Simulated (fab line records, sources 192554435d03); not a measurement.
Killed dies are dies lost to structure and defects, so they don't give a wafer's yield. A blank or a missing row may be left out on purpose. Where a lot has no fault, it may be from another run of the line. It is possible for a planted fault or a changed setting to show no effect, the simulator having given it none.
Chamber matching :: flow n5-finfet :: 3 sister chambers for N5_BEOL_M3_CO_CAP_55 on cvd-co-01
The step material Co, precursor CCTBA/H2, target thk 2 nm, time 102.1 s. 16 wafers are shown with their chamber, then 8 later ones without.

WAFERS, EACH WITH ITS CHAMBER
wafer: L642.3
chamber: 0
heater-power-w (W): 236

wafer: L642.4
chamber: 2
heater-power-w (W): 192

wafer: L642.6
chamber: 1
heater-power-w (W): 263

wafer: L643.1
chamber: 0
heater-power-w (W): 242

wafer: L643.3
chamber: 1
heater-power-w (W): 255

wafer: L643.4
chamber: 0
heater-power-w (W): 237

wafer: L644.3
chamber: 0
heater-power-w (W): 243

wafer: L644.4
chamber: 0
heater-power-w (W): 243

wafer: L644.5
chamber: 1
heater-power-w (W): 253

wafer: L655.2
chamber: 2
heater-power-w (W): 194

wafer: L655.4
chamber: 2
heater-power-w (W): 191

wafer: L655.5
chamber: 1
heater-power-w (W): 258

wafer: L652.1
chamber: 1
heater-power-w (W): 256

wafer: L652.3
chamber: 0
heater-power-w (W): 244

wafer: L652.5
chamber: 0
heater-power-w (W): 233

wafer: L653.2
chamber: 0
heater-power-w (W): 236

SIGNATURES (means of the wafers above)
reading: heater-power-w
chamber 0: 239.25
chamber 1: 257.00
chamber 2: 192.33
scatter within a chamber: 3.78
Rule: for a wafer and a chamber, the distance is found by dividing, reading by reading, the gap between the wafer's reading and the chamber's mean by the reading's scatter, squaring, summing and taking the root. The wafer belongs to the nearest chamber; if the next one is less than 2 further off, it can't be placed. The scatter: take each reading less its chamber's mean, square it, sum over the shown wafers, divide by the number of wafers less the number of chambers, and take the root.

WAFERS MISSING THEIR CHAMBER
wafer: L653.4
heater-power-w (W): 197

wafer: L653.5
heater-power-w (W): 266

wafer: L659.3
heater-power-w (W): 237

wafer: L659.4
heater-power-w (W): 194

wafer: L659.5
heater-power-w (W): 254

wafer: L661.2
heater-power-w (W): 191

wafer: L661.4
heater-power-w (W): 245

wafer: L661.6
heater-power-w (W): 196

EACH ONE'S CHAMBER
wafer: L653.4
from the rows above: 2
in truth: 2

wafer: L653.5
from the rows above: 1
in truth: 1

wafer: L659.3
from the rows above: 0
in truth: 0

wafer: L659.4
from the rows above: 2
in truth: 2

wafer: L659.5
from the rows above: 1
in truth: 1

wafer: L661.2
from the rows above: 2
in truth: 2

wafer: L661.4
from the rows above: can't be placed: 0 or 1
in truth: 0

wafer: L661.6
from the rows above: 2
in truth: 2
Correctly placed: 7 of 8. Unplaceable from these rows: 1, with the true chamber sitting among the candidates in 1. 0 placed wrongly.
